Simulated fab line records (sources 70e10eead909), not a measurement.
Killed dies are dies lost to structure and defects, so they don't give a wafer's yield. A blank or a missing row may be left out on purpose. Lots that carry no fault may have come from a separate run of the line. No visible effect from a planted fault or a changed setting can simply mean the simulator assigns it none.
Matching of chambers | flow nandHarc | NHARC_P_M1_CMP_23 on cmp-04 has 4 sister chambers
The step polishes, t overpolish 20 s, target thk 157.82 nm. 4 wafers are shown with their chamber, then 9 later ones without.

EACH WAFER AND ITS CHAMBER
wafer  | chamber | motorCurrentA (A)
L084.5 | 3       | 13.9
L086.2 | 1       | 11.6
L086.3 | 2       | 11.8
L086.6 | 0       | 12.6

WAFERS MISSING THEIR CHAMBER
wafer  | motorCurrentA (A)
L087.1 | 12.8
L087.5 | 14.4
L087.6 | 11.7
L094.1 | 10.6
L094.3 | 12.8
L094.6 | 12.2
L097.2 | 11.9
L097.4 | 10.7
L097.5 | 10.4

WHICH CHAMBER EACH WENT THROUGH
wafer  | from the rows above               | in truth
L087.1 | can't be placed: 0 or 2 or 3 or 1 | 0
L087.5 | 3                                 | 3
L087.6 | can't be placed: 1 or 2 or 0      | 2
L094.1 | can't be placed: 1 or 2 or 0      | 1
L094.3 | can't be placed: 0 or 2 or 3 or 1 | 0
L094.6 | can't be placed: 2 or 0 or 1      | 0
L097.2 | can't be placed: 2 or 1 or 0      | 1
L097.4 | can't be placed: 1 or 2 or 0      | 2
L097.5 | can't be placed: 1 or 2 or 0      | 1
1 of 9 placed correctly. Not placeable from these rows: 8 (in 8, the candidates include the true chamber). Placed wrongly: 0.
How it was worked out, from the rows above alone: a wafer's distance from a chamber is the root of the sum, over the readings, of the square of ((its reading less the chamber's mean) divided by the reading's scatter). The wafer belongs to the nearest chamber; if the next one is less than 2 further off, it can't be placed. The mean given for a chamber averages the wafers shown for that chamber. The scatter (one wafer shown for each chamber): square how far every hidden wafer sits from the nearest shown wafer, average those squares and take the square root.
